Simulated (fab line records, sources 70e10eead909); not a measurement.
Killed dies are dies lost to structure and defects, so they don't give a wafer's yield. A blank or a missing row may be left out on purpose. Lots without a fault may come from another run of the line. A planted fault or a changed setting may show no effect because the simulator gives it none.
One fault seen from 2 desks | flow nand_harc | each desk has only its own numbers; what lay behind them comes last

THE TOOL OWNER'S DESK: pecvd_onon-03
The tool's own readings at NHARC_A_ONON_D2_DEP_16 (target thk 1000 nm): means of the sampled wafers that have a number, for each lot that ran on this tool. A lot is out of limits, marked OUT, if its mean lies more than 4 standard deviations from the usual mean; the brackets give that distance.
Columns: A = susceptor_temp_C at NHARC_A_ONON_D2_DEP_16, usual 400.08 C
lot  | first seen here | A
L237 | day 12 17:57    | 400.40
L238 | day 13 08:13    | 400.21
L239 | day 13 21:19    | 400.13
L242 | day 15 01:49    | 399.94
L248 | day 17 04:07    | 399.99
L249 | day 17 16:46    | 400.28
L250 | day 18 18:46    | 400.20
L252 | day 19 12:35    | 400.03
L254 | day 20 07:19    | 399.97
This desk's finding: nothing out of limits on any of the 9 lots.

THE METROLOGY DESK
What the gauges read, lot by lot, whatever tool the lot ran on: means of the sampled wafers that have a number. A lot is out of limits, marked OUT, if its mean lies more than 4 standard deviations from the usual mean; the brackets give that distance.
Columns: A = thk_nm at NHARC_A_ONON_D2_THK_MEAS_18, usual 998 nm
lot  | first seen here | A
L237 | day 12 18:28    | 993
L238 | day 13 08:40    | 999
L239 | day 13 21:49    | 994
L242 | day 15 02:20    | 990
L243 | day 15 02:20    | 995
L244 | day 16 04:40    | 1008
L248 | day 17 04:37    | 994
L249 | day 17 17:16    | 1006
L250 | day 18 19:10    | 341 (-71) OUT
L253 | day 19 13:05    | 997
L252 | day 19 13:06    | 334 (-72) OUT
L254 | day 20 07:46    | 337 (-72) OUT
L255 | day 20 07:47    | 989
L257 | day 21 09:02    | 1012
L259 | day 22 03:55    | 995
This desk's finding: out of limits on L250, L252, L254; first on L250, day 18 19:10 (thk_nm at NHARC_A_ONON_D2_THK_MEAS_18). In limits: L237, L238, L239, L242, L243, L244, L248, L249, L253, L255, L257, L259.

PUT TOGETHER
The metrology desk could have raised an alarm at day 18 19:10, on L250, L252, L254.
The tool owner's desk saw nothing out of limits.
The tool owner's desk has L250, L252, L254 on record, within its limits.
Of the lots named, all ran NHARC_A_ONON_D2_DEP_16 on pecvd_onon-03.

WHAT THE SIMULATOR HAD PUT IN
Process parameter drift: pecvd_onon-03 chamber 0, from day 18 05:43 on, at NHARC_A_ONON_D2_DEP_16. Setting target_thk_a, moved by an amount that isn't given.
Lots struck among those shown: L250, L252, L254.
Hours from the fault's start to each desk's first reading out of limits: the metrology desk, 13.
